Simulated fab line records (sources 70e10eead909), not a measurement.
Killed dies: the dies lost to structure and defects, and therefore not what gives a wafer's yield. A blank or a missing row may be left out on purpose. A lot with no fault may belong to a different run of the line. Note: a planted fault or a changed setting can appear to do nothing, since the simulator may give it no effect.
Matching of chambers -- flow nand_harc -- NHARC_P_M1_STRIP_18 on rie_diel-12: 4 sister chambers
The step strips in N2/H2. 4 wafers are shown with their chamber, then 10 later ones without.

## WAFERS WITH THEIR CHAMBER
wafer,chamber,drypump_motor_current_A (A)
L085.1,1,6.5
L085.3,3,6.3
L086.1,2,5.0
L086.2,0,6.0

## WAFERS MISSING THEIR CHAMBER
wafer,drypump_motor_current_A (A)
L086.6,5.0
L088.1,6.5
L088.3,5.0
L088.5,6.2
L091.2,6.0
L091.3,5.0
L091.5,5.0
L093.2,5.0
L093.4,6.5
L093.5,6.0

## THE CHAMBER EACH PASSED THROUGH
wafer,from the rows above,in truth
L086.6,2,2
L088.1,1,1
L088.3,2,2
L088.5,3,3
L091.2,0,0
L091.3,2,2
L091.5,2,2
L093.2,2,2
L093.4,1,1
L093.5,0,0
Correct placement for 10 of the 10. Number that these rows cannot place: 0. Wrongly placed: 0.
How it was worked out, from the rows above alone: a wafer's distance from a chamber is the root of the sum, over the readings, of the square of ((its reading less the chamber's mean) divided by the reading's scatter). The wafer belongs to the nearest chamber; if the next one is less than 2 further off, it can't be placed. The mean given for a chamber averages the wafers shown for that chamber. The scatter: root of mean squared gap, hidden wafer to nearest shown wafer, with one shown wafer a chamber.
